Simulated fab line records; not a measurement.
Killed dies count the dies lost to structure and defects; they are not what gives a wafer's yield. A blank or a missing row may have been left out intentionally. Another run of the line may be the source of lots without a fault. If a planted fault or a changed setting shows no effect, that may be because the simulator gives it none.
What tool caused it? / flow n5_finfet / 12 lots, 36 wafers sampled, at 3 steps of a route of 1938

## WHAT THE GAUGES READ, wafer by wafer
N5_BEOL_M14_INSPECT_30: inspects for defects (macro).
lot=L076; measured=day 13 10:35; on=defect_inspect-01; raw_defect_count=4 2 0
lot=L078; measured=day 14 01:51; on=defect_inspect-01; raw_defect_count=1 0 3
lot=L081; measured=day 14 02:30; on=defect_inspect-02; raw_defect_count=2 1 4
lot=L077; measured=day 14 07:00; on=defect_inspect-02; raw_defect_count=1 1 3
lot=L082; measured=day 15 00:29; on=defect_inspect-01; raw_defect_count=0 1 4
lot=L086; measured=day 15 11:53; on=defect_inspect-01; raw_defect_count=3 4 1
lot=L089; measured=day 15 20:35; on=defect_inspect-02; raw_defect_count=3 1 2
lot=L088; measured=day 16 10:55; on=defect_inspect-02; raw_defect_count=3 1 2
lot=L092; measured=day 16 23:23; on=defect_inspect-02; raw_defect_count=1 2 2
lot=L093; measured=day 17 01:37; on=defect_inspect-01; raw_defect_count=2 1 1
lot=L095; measured=day 18 07:34; on=defect_inspect-01; raw_defect_count=3 2 3
lot=L097; measured=day 19 08:52; on=defect_inspect-01; raw_defect_count=0 2 2

## EACH LOT AND THE TOOL THAT RAN IT (in order: tool; ch and the chambers of the sampled wafers; start)
lot=L076; N5_BEOL_M13_PRE_CLEAN_42=pvd_sputter-01, day 13 07:50; N5_BEOL_M13_SPUTTER_44=pvd_sputter-01, day 13 07:57
lot=L078; N5_BEOL_M13_PRE_CLEAN_42=pvd_sputter-02, day 13 23:05; N5_BEOL_M13_SPUTTER_44=pvd_sputter-02, day 13 23:12
lot=L081; N5_BEOL_M13_PRE_CLEAN_42=pvd_sputter-02, day 13 23:29; N5_BEOL_M13_SPUTTER_44=pvd_sputter-02, day 13 23:36
lot=L077; N5_BEOL_M13_PRE_CLEAN_42=pvd_sputter-02, day 14 03:48; N5_BEOL_M13_SPUTTER_44=pvd_sputter-02, day 14 03:55
lot=L082; N5_BEOL_M13_PRE_CLEAN_42=pvd_sputter-01, day 14 21:41; N5_BEOL_M13_SPUTTER_44=pvd_sputter-01, day 14 21:49
lot=L086; N5_BEOL_M13_PRE_CLEAN_42=pvd_sputter-01, day 15 08:43; N5_BEOL_M13_SPUTTER_44=pvd_sputter-01, day 15 08:50
lot=L089; N5_BEOL_M13_PRE_CLEAN_42=pvd_sputter-03, day 15 16:27; N5_BEOL_M13_SPUTTER_44=pvd_sputter-03, day 15 16:34
lot=L088; N5_BEOL_M13_PRE_CLEAN_42=pvd_sputter-03, day 16 07:57; N5_BEOL_M13_SPUTTER_44=pvd_sputter-03, day 16 08:04
lot=L092; N5_BEOL_M13_PRE_CLEAN_42=pvd_sputter-01, day 16 19:51; N5_BEOL_M13_SPUTTER_44=pvd_sputter-01, day 16 19:58
lot=L093; N5_BEOL_M13_PRE_CLEAN_42=pvd_sputter-03, day 16 22:14; N5_BEOL_M13_SPUTTER_44=pvd_sputter-03, day 16 22:22
lot=L095; N5_BEOL_M13_PRE_CLEAN_42=pvd_sputter-02, day 18 04:29; N5_BEOL_M13_SPUTTER_44=pvd_sputter-02, day 18 04:36
lot=L097; N5_BEOL_M13_PRE_CLEAN_42=pvd_sputter-01, day 19 05:28; N5_BEOL_M13_SPUTTER_44=pvd_sputter-01, day 19 05:35
- N5_BEOL_M13_PRE_CLEAN_42: time 30 s.
- N5_BEOL_M13_SPUTTER_44: material Ta, target thk 10 nm, time 16.13 s.

## THE ANSWER, worked out from the rows above alone
Rule: usual is defined by the lots themselves. Put in order of their means at a reading, lots are off if they are a third of the lots or fewer, leave a main group of 4 or more, and stand apart from it by a gap of 3 or more times the standard deviation of the main group's means; of several such gaps the widest counts. If all means in a main group match to the digits the tables above print for the reading, that group is not used. Also off: a lot with no number at a reading for which 4 or more lots have one. The other lots that the step has rows for count as sound.
Across all readings shown, no lot is off: no conclusion can be drawn from this.

## WHAT THE SIMULATOR PUT IN
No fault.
